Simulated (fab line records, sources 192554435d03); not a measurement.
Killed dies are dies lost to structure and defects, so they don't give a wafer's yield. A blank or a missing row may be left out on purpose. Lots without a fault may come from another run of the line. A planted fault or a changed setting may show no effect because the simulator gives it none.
Chamber matching | flow n5_finfet | N5_FIN_SAQP_ETCH_67 on rie_diel-01: 4 sister chambers
The step etches SiNx in CH3F/O2, target depth 30 nm. 16 wafers are shown with their chamber, then 8 later ones without.

WAFERS WITH THEIR CHAMBER
wafer  | chamber | rf_vpp_V (V) | showerhead_plenum_p_Torr (Torr) | throttle_valve_pct (%)
L075.2 | 2       | 307          | 2.06                            | 16.46
L075.3 | 0       | 291          | 2.04                            | 16.03
L075.5 | 0       | 292          | 2.04                            | 16.02
L083.4 | 0       | 291          | 2.03                            | 16.04
L083.5 | 2       | 308          | 2.05                            | 16.48
L083.6 | 3       | 302          | 2.08                            | 16.55
L086.1 | 0       | 290          | 2.03                            | 16.06
L086.4 | 3       | 302          | 2.07                            | 16.56
L086.6 | 1       | 295          | 2.04                            | 16.31
L088.1 | 1       | 296          | 2.04                            | 16.30
L088.3 | 2       | 308          | 2.05                            | 16.04
L088.4 | 1       | 295          | 2.04                            | 16.31
L089.4 | 1       | 296          | 2.04                            | 16.32
L089.5 | 2       | 307          | 2.05                            | 16.03
L089.6 | 1       | 295          | 2.04                            | 16.32
L092.1 | 1       | 295          | 2.03                            | 16.35

SIGNATURES (means of the wafers above)
reading                  | chamber 0 | chamber 1 | chamber 2 | chamber 3 | scatter within a chamber
rf_vpp_V                 | 291.00    | 295.33    | 307.50    | 302.00    | 0.601
showerhead_plenum_p_Torr | 2.0350    | 2.0383    | 2.0525    | 2.0750    | 0.00507
throttle_valve_pct       | 16.0375   | 16.3183   | 16.2525   | 16.5550   | 0.126
Rule: a wafer's distance from a chamber is the root of the sum, over the readings, of the square of ((its reading less the chamber's mean) divided by the reading's scatter). The wafer belongs to the nearest chamber; if the next one is less than 2 further off, it can't be placed. The scatter: the root of (the sum of the squares of (reading less its chamber's mean) over the shown wafers, divided by (wafers less chambers)).

WAFERS WITHOUT THEIR CHAMBER
wafer  | rf_vpp_V (V) | showerhead_plenum_p_Torr (Torr) | throttle_valve_pct (%)
L092.4 | 291          | 2.02                            | 16.10
L092.5 | 291          | 2.02                            | 16.11
L094.2 | 296          | 2.03                            | 16.36
L094.3 | 306          | 2.05                            | 16.07
L094.6 | 295          | 2.03                            | 16.34
L096.3 | 296          | 2.03                            | 16.37
L096.4 | 307          | 2.05                            | 16.07
L096.6 | 296          | 2.03                            | 16.35

WHICH CHAMBER EACH WENT THROUGH
wafer  | from the rows above | in truth
L092.4 | 0                   | 0
L092.5 | 0                   | 0
L094.2 | 1                   | 1
L094.3 | 2                   | 2
L094.6 | 1                   | 1
L096.3 | 1                   | 1
L096.4 | 2                   | 2
L096.6 | 1                   | 1
Placed correctly: 8 of 8. Can't be placed from these rows: 0. Placed wrongly: 0.
